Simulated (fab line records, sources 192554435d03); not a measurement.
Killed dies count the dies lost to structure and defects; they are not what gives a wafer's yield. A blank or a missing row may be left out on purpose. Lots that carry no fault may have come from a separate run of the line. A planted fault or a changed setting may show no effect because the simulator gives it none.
Matching of chambers + flow n5Finfet + rieDiel-02 running N5_BEOL_M0_SAQP_ETCH_83: 4 sister chambers
The step etches SiARC in CF4, target depth 39 nm, time 65 s. 4 wafers are shown with their chamber, then 8 later ones without.

WAFERS WITH THEIR CHAMBER
| wafer  | chamber | throttleValvePct (%) |
|--------|---------|----------------------|
| L082.2 | 2       | 15.56                |
| L082.4 | 3       | 16.09                |
| L082.6 | 1       | 15.26                |
| L086.1 | 0       | 16.00                |

WAFERS WITHOUT THEIR CHAMBER
| wafer  | throttleValvePct (%) |
|--------|----------------------|
| L086.2 | 15.55                |
| L086.5 | 15.56                |
| L092.2 | 15.58                |
| L092.5 | 16.13                |
| L092.6 | 15.57                |
| L097.1 | 15.31                |
| L097.4 | 16.02                |
| L097.5 | 15.33                |

WHICH CHAMBER EACH WENT THROUGH
| wafer  | from the rows above     | in truth |
|--------|-------------------------|----------|
| L086.2 | 2                       | 2        |
| L086.5 | 2                       | 2        |
| L092.2 | 2                       | 2        |
| L092.5 | 3                       | 3        |
| L092.6 | 2                       | 2        |
| L097.1 | 1                       | 1        |
| L097.4 | can't be placed: 0 or 3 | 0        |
| L097.5 | 1                       | 1        |
7 of 8 placed correctly. From these rows, 1 cannot be placed; in 1 the true chamber is one of the candidates. Wrongly placed: 0.
How it was worked out, from the rows above alone: a wafer's distance from a chamber is the root of the sum, over the readings, of the square of ((its reading less the chamber's mean) divided by the reading's scatter). The wafer belongs to the nearest chamber; if the next one is less than 2 further off, it can't be placed. The mean given for a chamber averages the wafers shown for that chamber. The scatter: with one shown wafer a chamber, the root of the mean of the squares of how far each hidden wafer lies from its nearest shown one.
